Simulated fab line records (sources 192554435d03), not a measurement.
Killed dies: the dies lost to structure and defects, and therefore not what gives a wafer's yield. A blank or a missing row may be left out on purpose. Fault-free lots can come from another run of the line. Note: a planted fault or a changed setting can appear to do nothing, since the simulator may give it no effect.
fab line records ; flow n5_finfet
[record] lots = 7; wafers = 21
route steps=1938 shown BEOL_M0_SAQP@663 BEOL_M0@721 BEOL_M2@873 BEOL_M3@934 BEOL_M5@1119
start_h: hours from the record's first day to the start of the lot's first wafer shown ; wait_h: time in hours since the lot's previous step ; " repeats the value in the row above ; L1.1+2: several wafers, shown together as one row ; - value missing, or start not given ; * or withheld: withheld ; < > ~ a bound
route shown NAME@n: a module of which the file shows steps, and the number in the route of the first ; usual: mean/standard deviation taken from wafers without a fault ; same: alike in all rows ; chamber/n: place in a boat ; sites: the reading at each site ; _std_site: the standard deviation of these ; _edge_site: mean of outer sites minus mean of inner sites ; radius_mm: for every site, how far away it sits from the centre of the wafer ; mask NAME#n: copy n ; behind: tool/chamber where the wafer was last shaped ; hold: the reason the lot was held/the length of the hold in hours/how it ended ; device: the transistor (n, p or np) that didn't switch ; end of line: the route-end tests of the same wafers ; step lacking rows: just its recipe ; killed: at the first sort, the dies lost to defects and structure; wafer yield is something else ; map: a wafer's dies, x killed, . not, _ none there
set.NAME: the setting the step ran with; set.NAME@STEP: the setting that earlier step ran with ; model.NAME: the simulator's own value behind a step, which no gauge read
lots where settings were altered on purpose, with a table for each step and a row for each wafer
[[steps]]
[step N5_BEOL_M0_SAQP_SPACER1_ALD_98]
[recipe] material = SiO2; target_thk_a = 128; temp_c = 300; ald_precursor_family = BDEAS; ald_co_reactant = O2-plasma; pulse_time_s = 1; purge_time_s = 2; co_reactant_purge_time_s = 2; ald_cycles = 138; pressure_torr = 2
lot.wafer;tool;chamber;start_h;wait_h;set.ald_cycles;model.SiO2_of_BEOL_M0_SAQP_SPACER1_ALD_98.thk_nm
L076.1+3+5;ald_sin-03;3,1,2;122.60;0.3;138;12.8
L077.2;ald_sin-02;2;123.39;0.3;130;12.2
L077.3;ald_sin-02;1;123.39;0.3;130;12
L077.4;ald_sin-02;3;123.39;0.3;138;12.8
L080.1;ald_sin-02;2;151.06;0.6;138;13
L080.3;ald_sin-02;3;151.06;0.6;157;14.6
L080.6;ald_sin-02;1;151.06;0.6;138;12.8
L085.1+3+6;ald_sin-03;1,0,2;178.45;0.3;138;12.8
L088.2;ald_sin-02;1;197.01;0.6;138;12.8
L088.4+6;ald_sin-02;0;197.01;0.6;125;11.6
L093.3;ald_sin-03;2;223.31;1.2;138;12.8
L093.4+6;ald_sin-03;1;223.31;1.2;159;14.8
L095.1+2+4;ald_sin-02;2,0,1;241.00;0.8;138;12.8
[step N5_BEOL_M0_SAQP_SPACER1_ETCHBACK_99]
[recipe] chemistry = CHF3/O2; mode = anisotropic_etchback; target = SiO2; target_depth_a = 154; time_s = 7.7; pressure_mtorr = 30; source_w = 650; bias_w = 170; Ar_flow_sccm = 200; CHF3_flow_sccm = 50; O2_flow_sccm = 5; ion_energy_ev = 200
[step N5_BEOL_M0_SAQP_MANDREL1_REMOVE_100]
[recipe] chemistry = HBr/Cl2/O2; bt_time_s = 10; target = a-Si; stop_on = SiNx; endpoint = OES-SiCl; over_etch_frac = 0.85; icp_w = 600; bias_w = 30; HBr_flow_sccm = 150; Cl2_flow_sccm = 80; O2_flow_sccm = 5; pressure_mtorr = 10
lot.wafer;tool;chamber;start_h;wait_h;set.ald_cycles@BEOL_M0_SAQP_SPACER1_ALD_98;model.BEOL_M0_SAQP.cd_nm
L076.1;rie_si-04;2;123.17;0.1;138;13
L076.3+5;rie_si-04;1;123.17;0.1;138;12.8
L077.2;rie_si-04;2;124.20;0.1;130;12.4
L077.3;rie_si-04;0;124.20;0.1;130;12.2
L077.4;rie_si-04;1;124.20;0.1;138;12.8
L080.1;rie_si-04;3;151.99;0.1;138;13
L080.3;rie_si-04;1;151.99;0.1;157;14.6
L080.6;rie_si-04;1;151.99;0.1;138;12.8
L085.1;rie_si-04;1;179.01;0.1;138;12.6
L085.3;rie_si-04;2;179.01;0.1;138;13
L085.6;rie_si-04;1;179.01;0.1;138;12.8
L088.2;rie_si-04;0;197.57;0.1;138;12.8
L088.4+6;rie_si-04;0,1;197.57;0.1;125;11.6
L093.3;rie_si-04;2;223.87;0.1;138;12.8
L093.4+6;rie_si-04;3;223.87;0.1;159;14.8
L095.1+2+4;rie_si-06;0,3,2;241.56;0.1;138;12.8
[step N5_BEOL_M0_SAQP_CD_MEAS_25]
[recipe] target_cd_nm = 13.1; landing_energy_ev = 1000; detector = se_inlens
[usual] cd_nm = 12.90/0.26
lot.wafer;tool;chamber;start_h;wait_h;set.ald_cycles@BEOL_M0_SAQP_SPACER1_ALD_98;cd_nm
L076.1;cd_sem-01;0;123.28;0.1;138;12.92
L076.3;cd_sem-01;0;123.28;0.1;138;13.00
L076.5;cd_sem-01;0;123.28;0.1;138;12.53
L077.2;cd_sem-01;0;124.31;0.1;130;12.35
L077.3;cd_sem-01;0;124.31;0.1;130;12.15
L077.4;cd_sem-01;0;124.31;0.1;138;13.42
L080.1;cd_sem-01;0;152.10;0.1;138;12.87
L080.3;cd_sem-01;0;152.10;0.1;157;14.65
L080.6;cd_sem-01;0;152.10;0.1;138;12.63
L085.1;cd_sem-02;0;179.12;0.1;138;12.64
L085.3;cd_sem-02;0;179.12;0.1;138;12.93
L085.6;cd_sem-02;0;179.12;0.1;138;12.73
L088.2;cd_sem-02;0;197.68;0.1;138;13.11
L088.4;cd_sem-02;0;197.68;0.1;125;11.76
L088.6;cd_sem-02;0;197.68;0.1;125;11.51
L093.3;cd_sem-01;0;223.98;0.1;138;12.46
L093.4;cd_sem-01;0;223.98;0.1;159;14.49
L093.6;cd_sem-01;0;223.98;0.1;159;15.36
L095.1;cd_sem-02;0;241.67;0.1;138;12.64
L095.2;cd_sem-02;0;241.67;0.1;138;12.61
L095.4;cd_sem-02;0;241.67;0.1;138;13.09
[step N5_BEOL_M0_TRENCH_ETCH_107]
[recipe] chemistry = C4F6/O2; target_depth_a = 328; target = SiOC; time_s = 16.4; ion_energy_ev = 250; pressure_mtorr = 30; source_w = 355; bias_w = 185; Ar_flow_sccm = 300; C4F6_flow_sccm = 10; O2_flow_sccm = 10
lot.wafer;tool;chamber;start_h;wait_h;set.target_depth_a;model.BEOL_M0.feature_depth_nm
L076.1;rie_diel-04;2;129.66;0.0;328;31
L076.3+5;rie_diel-04;1,3;129.66;0.0;328;32.2
L077.2;rie_diel-04;0;130.28;0.0;328;32.2
L077.3;rie_diel-04;1;130.28;0.0;360.8;35.8
L077.4;rie_diel-04;3;130.28;0.0;328;32.4
L080.1;rie_diel-01;1;158.09;0.0;328;34.2
L080.3;rie_diel-01;3;158.09;0.0;328;33
L080.6;rie_diel-01;1;158.09;0.0;328;34
L085.1+3;rie_diel-01;0,3;189.99;0.0;338.3;33.8
L085.6;rie_diel-01;3;189.99;0.0;328;32.6
L088.2;rie_diel-04;0;202.52;0.0;307.6;30.8
L088.4;rie_diel-04;3;202.52;0.0;307.6;31
L088.6;rie_diel-04;2;202.52;0.0;328;31.6
L093.3;rie_diel-06;1;230.73;0.0;328;32.8
L093.4;rie_diel-06;3;230.73;0.0;328;33
L093.6;rie_diel-06;0;230.73;0.0;355.3;34.8
L095.1;rie_diel-06;3;248.95;0.0;328;33.2
L095.2;rie_diel-06;1;248.95;0.0;349.9;35.4
L095.4;rie_diel-06;0;248.95;0.0;349.9;34.6
[step N5_BEOL_M2_EXPOSE_25]
[recipe] mask_id = V1; na = 0.33; source_shape = quasar; sigma_inner = 0.2; sigma_outer = 0.8; polarization = unpolarized; defocus_nm = 5; dose_mj = 63
lot.wafer;tool;chamber;start_h;wait_h;mask;set.dose_mj
L077.2+3;euv_scanner-01;0;149.29;-;V1#0;63
L077.4;euv_scanner-01;0;149.29;-;V1#0;67.54
L076.1+3+5;euv_scanner-02;0;149.46;-;V1#0;63
L080.1+6;euv_scanner-01;0;176.96;-;V1#0;59.95
L080.3;euv_scanner-01;0;176.96;-;V1#0;63
L085.1;euv_scanner-02;0;210.99;-;V1#0;63
L085.3+6;euv_scanner-02;0;210.99;-;V1#0;65.28
L088.2;euv_scanner-01;0;218.50;-;V1#0;59.42
L088.4+6;euv_scanner-01;0;218.50;-;V1#0;63
L093.3+4;euv_scanner-01;0;258.00;-;V1#0;63
L093.6;euv_scanner-01;0;258.00;-;V1#0;60.28
L095.1+4;euv_scanner-02;0;275.61;-;V1#0;63
L095.2;euv_scanner-02;0;275.61;-;V1#0;59.04
[step N5_BEOL_M2_PEB_26]
[recipe] peb_temp_c = 100; peb_time_s = 60; resist = CAR-EUV
[step N5_BEOL_M2_DEVELOP_27]
[recipe] develop_time_s = 30; developer = TMAH; resist = CAR-EUV; rinse_liquid = surfactant_rinse; dry = air_spin; dev_temp_c = 23
[step N5_BEOL_M2_CD_MEAS_28]
[recipe] target_cd_nm = 26.2; landing_energy_ev = 500; detector = se_inlens; target_cd_y_nm = 24.1; polarity = opening
[usual] cd_nm = 26.17/0.26
lot.wafer;tool;chamber;start_h;wait_h;set.dose_mj@BEOL_M2_EXPOSE_25;cd_nm
L077.2;cd_sem-02;0;149.43;-;63;26.01
L077.3;cd_sem-02;0;149.43;-;63;26.17
L077.4;cd_sem-02;0;149.43;-;67.54;27.18
L076.1;cd_sem-03;0;149.61;-;63;26.06
L076.3;cd_sem-03;0;149.61;-;63;25.97
L076.5;cd_sem-03;0;149.61;-;63;26.11
L080.1;cd_sem-03;0;177.11;-;59.95;25.63
L080.3;cd_sem-03;0;177.11;-;63;26.37
L080.6;cd_sem-03;0;177.11;-;59.95;25.61
L085.1;cd_sem-03;0;211.14;-;63;26.22
L085.3;cd_sem-03;0;211.14;-;65.28;26.69
L085.6;cd_sem-03;0;211.14;-;65.28;26.84
L088.2;cd_sem-02;0;218.64;-;59.42;25.33
L088.4;cd_sem-02;0;218.64;-;63;26.42
L088.6;cd_sem-02;0;218.64;-;63;26.40
L093.3;cd_sem-03;0;258.14;-;63;26.58
L093.4;cd_sem-03;0;258.14;-;63;26.43
L093.6;cd_sem-03;0;258.14;-;60.28;25.31
L095.1;cd_sem-03;0;275.76;-;63;26.09
L095.2;cd_sem-03;0;275.76;-;59.04;24.98
L095.4;cd_sem-03;0;275.76;-;63;26.48
[step N5_BEOL_M3_HM_DEP_02]
[recipe] material = TiN; target_thk_a = 200; temp_c = 25; chamber_pressure_pa = 0.49996
lot.wafer;tool;chamber;start_h;wait_h;set.target_thk_a;model.TiN_of_BEOL_M3_HM_DEP_02.thk_nm
L077.2;pvd_sputter-01;-;157.88;1.7;208.1;21.6
L077.3;pvd_sputter-01;-;157.88;1.7;200;20.6
L077.4;pvd_sputter-01;-;157.88;1.7;200;20
L076.1;pvd_sputter-01;-;158.24;0.7;200;19.8
L076.3;pvd_sputter-01;-;158.24;0.7;200;20
L076.5;pvd_sputter-01;-;158.24;0.7;200;20.2
L080.1+6;pvd_sputter-02;-;202.53;1.5;200;20
L080.3;pvd_sputter-02;-;202.53;1.5;191.2;19.8
L085.1;pvd_sputter-02;-;223.63;1.5;200;20
L085.3;pvd_sputter-02;-;223.63;1.5;200;20.6
L085.6;pvd_sputter-02;-;223.63;1.5;181;18.2
L088.2;pvd_sputter-02;-;234.33;1.4;200;20.8
L088.4;pvd_sputter-02;-;234.33;1.4;200;20.4
L088.6;pvd_sputter-02;-;234.33;1.4;200;20.6
L093.3;pvd_sputter-03;-;266.56;0.5;191.3;19
L093.4;pvd_sputter-03;-;266.56;0.5;200;20.2
L093.6;pvd_sputter-03;-;266.56;0.5;191.3;19.2
L095.1;pvd_sputter-03;-;287.64;0.7;200;20
L095.2;pvd_sputter-03;-;287.64;0.7;200;19.8
L095.4;pvd_sputter-03;-;287.64;0.7;178.8;17
[step N5_BEOL_M3_COAT_05]
[recipe] resist = CAR-EUV; spin_rpm = 1500; resist_thk_nm = 30
lot.wafer;tool;chamber;start_h;wait_h;set.spin_rpm;model.CAR-EUV_of_BEOL_M3_COAT_05.thk_nm
L077.2+4;litho_track-04;0;-;-;1395;31.2
L077.3;litho_track-04;0;-;-;1500;30.2
L076.1+5;litho_track-01;0;-;-;1500;29.8
L076.3;litho_track-01;0;-;-;1500;30
L080.1+3+6;litho_track-01;0;-;-;1500;30
L085.1+3;litho_track-03;0;-;-;1352;31.6
L085.6;litho_track-03;0;-;-;1500;30
L088.2+4+6;litho_track-01;0;-;-;1500;30
L093.3;litho_track-03;0;-;-;1500;30.2
L093.4;litho_track-03;0;-;-;1426;31
L093.6;litho_track-03;0;-;-;1426;30.8
L095.1;litho_track-01;0;-;-;1414;30.8
L095.2+4;litho_track-01;0;-;-;1500;29.8
[step N5_BEOL_M3_EBR_07]
[recipe] solvent = PGMEA; ebr_width_mm = 1.5
[step N5_BEOL_M3_SOFTBAKE_06]
[recipe] temp_c = 110; time_s = 60; resist = CAR-EUV
[step N5_BEOL_M3_EXPOSE_08]
[recipe] mask_id = M3; na = 0.33; source_shape = dipole; sigma_inner = 0.369; sigma_outer = 0.767; polarization = unpolarized; dose_mj = 33
[step N5_BEOL_M3_PEB_09]
[recipe] peb_temp_c = 100; peb_time_s = 60; resist = CAR-EUV
[step N5_BEOL_M3_DEVELOP_10]
[recipe] develop_time_s = 30; developer = TMAH; resist = CAR-EUV; rinse_liquid = surfactant_rinse; dry = air_spin; dev_temp_c = 23
lot.wafer;tool;chamber;start_h;wait_h;set.spin_rpm@BEOL_M3_COAT_05;model.CAR-EUV_of_BEOL_M3_COAT_05.thk_nm
L077.2+4;litho_track-03;0;-;-;1395;30.6
L077.3;litho_track-03;0;-;-;1500;29.6
L076.1+3+5;litho_track-01;0;-;-;1500;29.4
L080.1+3;litho_track-04;0;-;-;1500;29.6
L080.6;litho_track-04;0;-;-;1500;29.4
L085.1+3;litho_track-03;0;-;-;1352;31.2
L085.6;litho_track-03;0;-;-;1500;29.6
L088.2+4+6;litho_track-04;0;-;-;1500;29.6
L093.3;litho_track-03;0;-;-;1500;29.8
L093.4+6;litho_track-03;0;-;-;1426;30.4
L095.1;litho_track-03;0;-;-;1414;30.4
L095.2+4;litho_track-03;0;-;-;1500;29.4
[step N5_BEOL_M3_DESCUM_16]
[recipe] chemistry = O2; time_s = 7; source_power_w = 50; bias_power_w = 20; pressure_mtorr = 20; rf_frequency_hz = 2.712e+07; temp_c = 40; resist = CAR-EUV; o2_flow_sccm = 225
lot.wafer;tool;chamber;start_h;wait_h;set.spin_rpm@BEOL_M3_COAT_05;model.CAR-EUV_of_BEOL_M3_COAT_05.thk_nm
L077.2+4;rie_diel-03;0,1;158.39;0.0;1395;27.2
L077.3;rie_diel-03;1;158.39;0.0;1500;26
L076.1+3+5;rie_diel-02;0,2,2;159.20;0.0;1500;26
L080.1+3;rie_diel-05;0,3;203.17;0.0;1500;26.2
L080.6;rie_diel-05;0;203.17;0.0;1500;26
L085.1;rie_diel-03;0;224.39;0.2;1352;27.6
L085.3;rie_diel-03;3;224.39;0.2;1352;27.8
L085.6;rie_diel-03;0;224.39;0.2;1500;26
L088.2+6;rie_diel-05;0,1;235.18;0.2;1500;26.2
L088.4;rie_diel-05;1;235.18;0.2;1500;26
L093.3;rie_diel-02;1;267.07;0.0;1500;26.2
L093.4+6;rie_diel-02;1,3;267.07;0.0;1426;27
L095.1;rie_diel-05;2;288.59;0.5;1414;26.8
L095.2+4;rie_diel-05;1,0;288.59;0.5;1500;26
[step N5_BEOL_M3_ETCH_74]
[recipe] chemistry = N2/H2; target = underlayer; target_depth_a = 65; mask_material = CAR-EUV; time_s = 5.2; ion_energy_ev = 200; pressure_mtorr = 30; source_w = 840; bias_w = 150; n2_flow_sccm = 200; h2_flow_sccm = 200; ends = cleared
[step N5_BEOL_M3_ETCH_63]
[recipe] chemistry = CF4; target = SiARC; target_depth_a = 156; mask_material = CAR-EUV; time_s = 26; ion_energy_ev = 80; pressure_mtorr = 40; source_w = 545; bias_w = 36; Ar_flow_sccm = 100; cf4_flow_sccm = 100; ends = cleared
[step N5_BEOL_M3_STRIP_75]
[recipe] chemistry = N2/H2; temp_c = 40; n2_flow_sccm = 200; h2_flow_sccm = 200; rf_frequency_hz = 6e+07
[step N5_BEOL_M3_STRIP_66]
[recipe] chemistry = CF4; resist = SiARC; power_w = 300; bias_power_w = 75; pressure_mtorr = 50; cf4_flow_sccm = 150; rf_frequency_hz = 6e+07
[step N5_BEOL_M3_HM_OPEN_17]
[recipe] chemistry = Cl2/BCl3; target_depth_a = 200; overetch_a = 60; target = TiN; mask_material = SOC; ion_energy_ev = 150; pressure_mtorr = 10; icp_w = 1000; bias_w = 126; Cl2_flow_sccm = 53.25; bcl3_flow_sccm = 21.75; Ar_flow_sccm = 25
lot.wafer;tool;chamber;start_h;wait_h;set.target_thk_a@BEOL_M3_HM_DEP_02;model.etch.depth_nm
L077.2;rie_metal-01;0;158.64;0.0;208.1;21.59
L077.3;rie_metal-01;0;158.64;0.0;200;20.6
L077.4;rie_metal-01;1;158.64;0.0;200;20.02
L076.1;rie_metal-03;1;159.45;0.0;200;19.79
L076.3;rie_metal-03;1;159.45;0.0;200;19.96
L076.5;rie_metal-03;1;159.45;0.0;200;20.17
L080.1;rie_metal-02;0;203.41;0.0;200;19.95
L080.3;rie_metal-02;0;203.41;0.0;191.2;19.89
L080.6;rie_metal-02;1;203.41;0.0;200;19.91
L085.1;rie_metal-02;0;224.64;0.0;200;20.05
L085.3;rie_metal-02;1;224.64;0.0;200;20.65
L085.6;rie_metal-02;1;224.64;0.0;181;18.12
L088.2;rie_metal-01;1;235.43;0.0;200;20.75
L088.4;rie_metal-01;0;235.43;0.0;200;20.31
L088.6;rie_metal-01;1;235.43;0.0;200;20.56
L093.3;rie_metal-02;0;267.35;0.1;191.3;18.93
L093.4;rie_metal-02;1;267.35;0.1;200;20.19
L093.6;rie_metal-02;0;267.35;0.1;191.3;19.28
L095.1;rie_metal-02;1;288.83;0.0;200;19.98
L095.2;rie_metal-02;0;288.83;0.0;200;19.76
L095.4;rie_metal-02;0;288.83;0.0;178.8;17.03
[step N5_BEOL_M3_ETCH_70]
[recipe] chemistry = N2/H2; target = SOC; target_depth_a = 800; overetch_a = 160; mask_material = SiARC; temp_c = 40; time_s = 120; ion_energy_ev = 200; pressure_mtorr = 30; source_w = 840; bias_w = 150; n2_flow_sccm = 200; h2_flow_sccm = 200
[usual] rf_vpp_V = 524.9/2.2
lot.wafer;tool;chamber;start_h;wait_h;set.source_w;rf_vpp_V;model.SiARC_of_BEOL_M3_COAT_68.thk_nm
L077.2;rie_diel-02;3;162.16;0.0;984;500.4;6
L077.3;rie_diel-02;2;162.16;0.0;840;520.7;6.8
L077.4;rie_diel-02;0;162.16;0.0;984;498.5;6
L076.1;rie_diel-05;2;167.36;0.0;840;523.8;6.6
L076.3;rie_diel-05;1;167.36;0.0;840;525.4;6.4
L076.5;rie_diel-05;1;167.36;0.0;840;527.8;6.4
L080.1;rie_diel-05;2;204.89;0.0;969;499.7;6
L080.3;rie_diel-05;0;204.89;0.0;969;498.2;6
L080.6;rie_diel-05;3;204.89;0.0;969;502.4;6.2
L085.1;rie_diel-03;2;226.40;0.0;840;526.0;6.2
L085.3;rie_diel-03;0;226.40;0.0;713;552.0;6.8
L085.6;rie_diel-03;3;226.40;0.0;840;525.3;6.2
L088.2;rie_diel-05;3;238.07;0.0;840;525.5;6.6
L088.4;rie_diel-05;0;238.07;0.0;840;521.6;6.6
L088.6;rie_diel-05;0;238.07;0.0;840;522.5;6.6
L093.3;rie_diel-05;2;269.24;0.0;957.6;501.4;6
L093.4;rie_diel-05;1;269.24;0.0;957.6;502.8;5.6
L093.6;rie_diel-05;1;269.24;0.0;840;525.3;6.2
L095.1;rie_diel-02;2;296.53;0.0;840;528.8;6.6
L095.2;rie_diel-02;0;296.53;0.0;840;525.8;6.2
L095.4;rie_diel-02;0;296.53;0.0;840;525.7;6.2
[step N5_BEOL_M5_COAT_71]
[recipe] resist = underlayer; temp_c = 205; time_s = 60; spin_rpm = 1500; resist_thk_nm = 5
lot.wafer;tool;chamber;start_h;wait_h;set.spin_rpm
L077.2+4;litho_track-05;0;-;-;1500
L077.3;litho_track-05;0;-;-;1655
L076.1+3+5;litho_track-03;0;-;-;1500
L080.1+6;litho_track-03;0;-;-;1410
L080.3;litho_track-03;0;-;-;1500
L085.1+3+6;litho_track-05;0;-;-;1500
L088.2+4+6;litho_track-05;0;-;-;1500
L093.3;litho_track-04;0;-;-;1500
L093.4+6;litho_track-04;0;-;-;1368
L095.1+4;litho_track-05;0;-;-;1626
L095.2;litho_track-05;0;-;-;1500
[step N5_BEOL_M5_COAT_05]
[recipe] resist = CAR-EUV; spin_rpm = 1500; resist_thk_nm = 30
[step N5_BEOL_M5_EBR_07]
[recipe] solvent = PGMEA; ebr_width_mm = 1.5
[step N5_BEOL_M5_DESCUM_16]
[recipe] chemistry = O2; time_s = 7; source_power_w = 50; bias_power_w = 20; pressure_mtorr = 20; rf_frequency_hz = 2.712e+07; temp_c = 40; resist = CAR-EUV; o2_flow_sccm = 225
[step N5_BEOL_M5_ETCH_72]
[recipe] chemistry = N2/H2; target = underlayer; target_depth_a = 65; mask_material = CAR-EUV; time_s = 5.2; ion_energy_ev = 200; pressure_mtorr = 30; source_w = 840; bias_w = 150; n2_flow_sccm = 200; h2_flow_sccm = 200; ends = cleared
lot.wafer;tool;chamber;start_h;wait_h;set.spin_rpm@BEOL_M5_COAT_71;model.etch.depth_nm
L077.2;rie_diel-02;0;192.12;0.0;1500;5.009
L077.3;rie_diel-02;2;192.12;0.0;1655;4.759
L077.4;rie_diel-02;2;192.12;0.0;1500;4.997
L076.1;rie_diel-05;2;203.63;0.0;1500;4.997
L076.3;rie_diel-05;3;203.63;0.0;1500;5.002
L076.5;rie_diel-05;0;203.63;0.0;1500;4.996
L080.1;rie_diel-05;1;231.01;0.0;1410;5.157
L080.3;rie_diel-05;3;231.01;0.0;1500;5.006
L080.6;rie_diel-05;3;231.01;0.0;1410;5.173
L085.1;rie_diel-03;0;254.63;0.0;1500;5.005
L085.3;rie_diel-03;1;254.63;0.0;1500;5.016
L085.6;rie_diel-03;3;254.63;0.0;1500;4.999
L088.2;rie_diel-02;1;259.99;0.0;1500;5.011
L088.4;rie_diel-02;1;259.99;0.0;1500;5.022
L088.6;rie_diel-02;2;259.99;0.0;1500;5.02
L093.3;rie_diel-05;2;297.02;0.0;1500;5
L093.4;rie_diel-05;3;297.02;0.0;1368;5.239
L093.6;rie_diel-05;2;297.02;0.0;1368;5.24
L095.1;rie_diel-03;1;319.90;0.0;1626;4.807
L095.2;rie_diel-03;3;319.90;0.0;1500;5.007
L095.4;rie_diel-03;0;319.90;0.0;1626;4.824
[step N5_BEOL_M5_COAT_22]
[recipe] resist = CAR-EUV; spin_rpm = 1500; resist_thk_nm = 30
lot.wafer;tool;chamber;start_h;wait_h;set.spin_rpm;model.CAR-EUV_of_BEOL_M5_COAT_22.thk_nm
L077.2;litho_track-03;0;-;-;1645;28.6
L077.3+4;litho_track-03;0;-;-;1500;30
L076.1+3+5;litho_track-03;0;-;-;1500;30
L080.1+3;litho_track-03;0;-;-;1500;29.8
L080.6;litho_track-03;0;-;-;1500;30
L085.1;litho_track-04;0;-;-;1500;30
L085.3;litho_track-04;0;-;-;1552;29.6
L085.6;litho_track-04;0;-;-;1500;30.2
L088.2;litho_track-05;0;-;-;1417;30.8
L088.4;litho_track-05;0;-;-;1500;30.2
L088.6;litho_track-05;0;-;-;1500;30
L093.3+6;litho_track-05;0;-;-;1500;30
L093.4;litho_track-05;0;-;-;1457;30.4
L095.1;litho_track-03;0;-;-;1664;28.4
L095.2;litho_track-03;0;-;-;1500;29.8
L095.4;litho_track-03;0;-;-;1500;30
[step N5_BEOL_M5_EBR_24]
[recipe] solvent = PGMEA; ebr_width_mm = 1.5
[step N5_BEOL_M5_SOFTBAKE_23]
[recipe] temp_c = 110; time_s = 60; resist = CAR-EUV
[step N5_BEOL_M5_DESCUM_33]
[recipe] chemistry = O2; time_s = 7; source_power_w = 50; bias_power_w = 20; pressure_mtorr = 20; rf_frequency_hz = 2.712e+07; temp_c = 40; resist = CAR-EUV; o2_flow_sccm = 225
lot.wafer;tool;chamber;start_h;wait_h;set.spin_rpm@BEOL_M5_COAT_22;model.CAR-EUV_of_BEOL_M5_COAT_22.thk_nm
L077.2;rie_diel-05;1;193.91;0.4;1645;24.8
L077.3+4;rie_diel-05;2,0;193.91;0.4;1500;26
L076.1+3;rie_diel-02;2,0;205.05;0.1;1500;26.2
L076.5;rie_diel-02;1;205.05;0.1;1500;26
L080.1+3+6;rie_diel-03;2,3,2;231.89;0.0;1500;26
L085.1+6;rie_diel-05;3,1;255.57;0.1;1500;26.2
L085.3;rie_diel-05;0;255.57;0.1;1552;25.8
L088.2;rie_diel-05;0;261.06;0.0;1417;27
L088.4+6;rie_diel-05;1;261.06;0.0;1500;26.2
L093.3+6;rie_diel-03;2;300.44;0.0;1500;26.2
L093.4;rie_diel-03;0;300.44;0.0;1457;26.4
L095.1;rie_diel-02;0;320.73;0.0;1664;24.4
L095.2+4;rie_diel-02;1,3;320.73;0.0;1500;26
[step N5_BEOL_M5_ETCH_68]
[recipe] chemistry = N2/H2; target = SOC; target_depth_a = 800; overetch_a = 160; mask_material = SiARC; temp_c = 40; time_s = 120; ion_energy_ev = 200; pressure_mtorr = 30; source_w = 840; bias_w = 150; n2_flow_sccm = 200; h2_flow_sccm = 200
lot.wafer;tool;chamber;start_h;wait_h;set.time_s;model.SiARC_of_BEOL_M5_COAT_66.thk_nm
L077.2+3;rie_diel-05;1,2;193.99;0.0;101.7;7.4
L077.4;rie_diel-05;0;193.99;0.0;120;6.6
L076.1+3;rie_diel-02;2,0;205.13;0.0;120;6.6
L076.5;rie_diel-02;1;205.13;0.0;120;6.4
L080.1;rie_diel-03;2;231.97;0.0;120;6.4
L080.3;rie_diel-03;3;231.97;0.0;130.3;5.8
L080.6;rie_diel-03;2;231.97;0.0;130.3;6
L085.1+3;rie_diel-05;3,0;255.65;0.0;120;6.6
L085.6;rie_diel-05;1;255.65;0.0;120;6.2
L088.2;rie_diel-05;0;261.14;0.0;131.3;6
L088.4;rie_diel-05;1;261.14;0.0;120;6.2
L088.6;rie_diel-05;1;261.14;0.0;131.3;5.8
L093.3;rie_diel-03;2;300.52;0.0;96.79;7.6
L093.4;rie_diel-03;0;300.52;0.0;120;6.2
L093.6;rie_diel-03;2;300.52;0.0;120;6.4
L095.1;rie_diel-02;0;320.81;0.0;135.9;5.6
L095.2+4;rie_diel-02;1,3;320.81;0.0;120;6.4
[[key]]
[split] step = N5_BEOL_M0_SAQP_SPACER1_ALD_98; setting = ald_cycles; stated = 138; by = wafer
[response] step = N5_BEOL_M0_SAQP_SPACER1_ALD_98; reading = model.SiO2_of_BEOL_M0_SAQP_SPACER1_ALD_98.thk_nm; change = +0.127; per = 1%; r = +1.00
[response] step = N5_BEOL_M0_SAQP_MANDREL1_REMOVE_100; reading = model.BEOL_M0_SAQP.cd_nm; change = +0.125; per = 1%; r = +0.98
[response] step = N5_BEOL_M0_SAQP_CD_MEAS_25; reading = cd_nm; change = +0.155; per = 1%; r = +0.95
[split] step = N5_BEOL_M0_TRENCH_ETCH_107; setting = target_depth_a; stated = 328; by = wafer
[response] step = N5_BEOL_M0_TRENCH_ETCH_107; reading = model.BEOL_M0.feature_depth_nm; change = +0.27; per = 1%; r = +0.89
[split] step = N5_BEOL_M2_EXPOSE_25; setting = dose_mj; stated = 63; by = wafer
[response] step = N5_BEOL_M2_CD_MEAS_28; reading = cd_nm; change = +0.185; per = 1%; r = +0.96
[split] step = N5_BEOL_M3_HM_DEP_02; setting = target_thk_a; stated = 200; by = wafer
[response] step = N5_BEOL_M3_HM_DEP_02; reading = model.TiN_of_BEOL_M3_HM_DEP_02.thk_nm; change = +0.239; per = 1%; r = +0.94
[response] step = N5_BEOL_M3_HM_OPEN_17; reading = model.etch.depth_nm; change = +0.239; per = 1%; r = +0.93
[split] step = N5_BEOL_M3_COAT_05; setting = spin_rpm; stated = 1500; by = wafer
[response] step = N5_BEOL_M3_COAT_05; reading = model.CAR-EUV_of_BEOL_M3_COAT_05.thk_nm; change = -0.157; per = 1%; r = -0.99
[response] step = N5_BEOL_M3_DEVELOP_10; reading = model.CAR-EUV_of_BEOL_M3_COAT_05.thk_nm; change = -0.155; per = 1%; r = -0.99
[response] step = N5_BEOL_M3_DESCUM_16; reading = model.CAR-EUV_of_BEOL_M3_COAT_05.thk_nm; change = -0.166; per = 1%; r = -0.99
[split] step = N5_BEOL_M3_ETCH_70; setting = source_w; stated = 840; by = wafer
[response] step = N5_BEOL_M3_ETCH_70; reading = rf_vpp_V; change = -1.51; per = 1%; r = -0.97
[response] step = N5_BEOL_M3_ETCH_70; reading = model.SiARC_of_BEOL_M3_COAT_68.thk_nm; change = -0.0395; per = 1%; r = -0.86
[split] step = N5_BEOL_M5_COAT_71; setting = spin_rpm; stated = 1500; by = wafer
[response] step = N5_BEOL_M5_ETCH_72; reading = model.etch.depth_nm; change = -0.0247; per = 1%; r = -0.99
[split] step = N5_BEOL_M5_COAT_22; setting = spin_rpm; stated = 1500; by = wafer
[response] step = N5_BEOL_M5_COAT_22; reading = model.CAR-EUV_of_BEOL_M5_COAT_22.thk_nm; change = -0.139; per = 1%; r = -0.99
[response] step = N5_BEOL_M5_DESCUM_33; reading = model.CAR-EUV_of_BEOL_M5_COAT_22.thk_nm; change = -0.134; per = 1%; r = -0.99
[split] step = N5_BEOL_M5_ETCH_68; setting = time_s; stated = 120; by = wafer
[response] step = N5_BEOL_M5_ETCH_68; reading = model.SiARC_of_BEOL_M5_COAT_66.thk_nm; change = -0.0583; per = 1%; r = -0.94
